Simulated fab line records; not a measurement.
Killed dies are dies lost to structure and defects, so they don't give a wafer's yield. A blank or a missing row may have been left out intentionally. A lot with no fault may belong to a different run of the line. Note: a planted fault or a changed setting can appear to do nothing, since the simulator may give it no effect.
Chamber matching ; flow n5_finfet ; N5_BEOL_M2_PRE_CLEAN_60 on cvd_co-02 has 3 sister chambers
The step time 15 s. 22 wafers are shown with their chamber, then 11 later ones without.

WAFERS WITH THEIR CHAMBER
wafer;chamber;heater_power_w (W)
L074.2;1;83
L074.4;2;104
L074.5;1;85
L076.1;1;85
L076.2;0;76
L076.3;2;110
L081.2;2;109
L081.3;0;76
L081.4;0;75
L080.2;2;109
L080.3;0;77
L080.6;1;84
L084.1;1;86
L084.5;0;76
L084.6;1;86
L085.4;1;84
L085.5;2;109
L085.6;0;76
L086.1;2;108
L086.3;1;84
L086.4;1;84
L090.3;0;76

SIGNATURES (means of the wafers above)
reading;chamber 0;chamber 1;chamber 2;scatter within a chamber
heater_power_w;76.00;84.56;108.17;1.32
Rule: for each reading, subtract the chamber's mean from the wafer's reading, divide by that reading's scatter and square the result; add these up over the readings and take the root, which gives the wafer's distance from the chamber. The wafer belongs to the nearest chamber; if the next one is less than 2 further off, it can't be placed. The scatter is the square root of a quotient: the sum, over the shown wafers, of each reading's squared deviation from its chamber's mean, divided by wafers minus chambers.

WAFERS WITHOUT THEIR CHAMBER
wafer;heater_power_w (W)
L090.4;109
L090.6;85
L092.1;106
L092.2;84
L092.6;77
L094.1;111
L094.5;75
L094.6;85
L097.2;76
L097.3;85
L097.6;85

WHICH CHAMBER EACH WENT THROUGH
wafer;from the rows above;in truth
L090.4;2;2
L090.6;1;1
L092.1;2;2
L092.2;1;1
L092.6;0;0
L094.1;2;2
L094.5;0;0
L094.6;1;1
L097.2;0;0
L097.3;1;1
L097.6;1;1
11 of 11 placed correctly. Left unplaced by these rows: 0. Number placed wrongly: 0.
